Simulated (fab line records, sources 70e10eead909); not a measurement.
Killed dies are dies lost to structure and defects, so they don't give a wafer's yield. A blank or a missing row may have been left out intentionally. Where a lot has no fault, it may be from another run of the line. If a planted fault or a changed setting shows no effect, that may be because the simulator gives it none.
Chamber matching || flow nand_harc || cmp-03 running NHARC_P_BONDPAD_CMP_32: 4 sister chambers
The step polishes SiCN, target thk 200 nm. 4 wafers are shown with their chamber, then 7 later ones without.

== WAFERS, EACH WITH ITS CHAMBER ==
{"wafer": "L411.3", "chamber": 3, "motor_current_A (A)": 13.4}
{"wafer": "L411.5", "chamber": 2, "motor_current_A (A)": 10.8}
{"wafer": "L420.1", "chamber": 0, "motor_current_A (A)": 12.4}
{"wafer": "L420.2", "chamber": 1, "motor_current_A (A)": 11.0}

== WAFERS WITHOUT THEIR CHAMBER ==
{"wafer": "L420.3", "motor_current_A (A)": 10.9}
{"wafer": "L421.1", "motor_current_A (A)": 10.9}
{"wafer": "L421.2", "motor_current_A (A)": 12.5}
{"wafer": "L421.4", "motor_current_A (A)": 11.0}
{"wafer": "L424.2", "motor_current_A (A)": 12.6}
{"wafer": "L424.3", "motor_current_A (A)": 12.5}
{"wafer": "L424.6", "motor_current_A (A)": 10.9}

== WHICH CHAMBER EACH ONE RAN IN ==
{"wafer": "L420.3", "from the rows above": "can't be placed: 1 or 2", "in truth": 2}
{"wafer": "L421.1", "from the rows above": "can't be placed: 1 or 2", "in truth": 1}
{"wafer": "L421.2", "from the rows above": 0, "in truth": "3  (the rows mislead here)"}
{"wafer": "L421.4", "from the rows above": "can't be placed: 1 or 2", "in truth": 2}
{"wafer": "L424.2", "from the rows above": 0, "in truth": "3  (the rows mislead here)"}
{"wafer": "L424.3", "from the rows above": 0, "in truth": 0}
{"wafer": "L424.6", "from the rows above": "can't be placed: 1 or 2", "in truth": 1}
Correctly placed: 1 of 7. Unplaceable from these rows: 4, with the true chamber sitting among the candidates in 4. Number placed wrongly: 2.
How it was worked out, from the rows above alone: a wafer's distance from a chamber is the root of the sum, over the readings, of the square of ((its reading less the chamber's mean) divided by the reading's scatter). If the next closest chamber is less than 2 further off than the closest, the wafer can't be placed; otherwise it belongs to the closest. The mean given for a chamber averages the wafers shown for that chamber. The scatter (one wafer shown for each chamber): square how far every hidden wafer sits from the nearest shown wafer, average those squares and take the square root.
